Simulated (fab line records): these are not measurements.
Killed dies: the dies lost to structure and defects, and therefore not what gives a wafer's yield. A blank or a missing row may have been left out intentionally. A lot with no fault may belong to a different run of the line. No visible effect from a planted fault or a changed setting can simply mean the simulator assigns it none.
Which tool was responsible? / flow nandHarc / at 1 step of a route of 1302, 12 lots with 36 wafers sampled

## WHAT THE GAUGES SHOWED, per wafer
NHARC_A_BONDPAD_CD_MEAS_09: target cd 500 nm.
lot=L076; measured=day 23 19:16; on=cdSem-01; cdNm (nm)=500.3 499.0 500.3
lot=L077; measured=day 24 05:59; on=cdSem-03; cdNm (nm)=502.5 502.1 500.8
lot=L079; measured=day 24 21:02; on=cdSem-03; cdNm (nm)=499.6 497.8 501.5
lot=L081; measured=day 25 23:46; on=cdSem-02; cdNm (nm)=500.1 501.1 503.7
lot=L085; measured=day 27 19:42; on=cdSem-02; cdNm (nm)=500.6 498.2 501.0
lot=L086; measured=day 28 01:02; on=cdSem-01; cdNm (nm)=497.7 498.7 498.0
lot=L087; measured=day 28 21:32; on=cdSem-03; cdNm (nm)=502.9 499.2 499.2
lot=L089; measured=day 29 11:41; on=cdSem-01; cdNm (nm)=499.5 497.6 498.8
lot=L090; measured=day 29 17:26; on=cdSem-02; cdNm (nm)=500.1 502.0 500.1
lot=L093; measured=day 31 05:15; on=cdSem-02; cdNm (nm)=499.3 499.2 499.3
lot=L095; measured=day 31 17:03; on=cdSem-03; cdNm (nm)=500.7 500.1 502.5
lot=L097; measured=day 32 11:25; on=cdSem-01; cdNm (nm)=501.3 501.0 499.1

## WHICH TOOL RAN EACH LOT (tool, then ch and the chambers of the sampled wafers, then the start)
Record: no process step prior to these readings.

## THE ANSWER, worked out from the rows above alone
Rule: usual is defined by the lots themselves. The widest of any qualifying gaps counts: lots, ordered by their means at a reading, are off when they make up no more than a third of the lots, leave a main group of 4 or more, and stand apart from it by 3 or more times the standard deviation of that group's means. The tables above print the reading to a certain number of digits; a main group whose means all agree to those digits is not used. A lot without any number at a reading at which 4 lots or more have one is off too. The other lots that the step has rows for count as sound.
No lot is off on any of the readings shown, so nothing can be concluded from this.

## WHAT THE SIMULATOR HAD PUT IN
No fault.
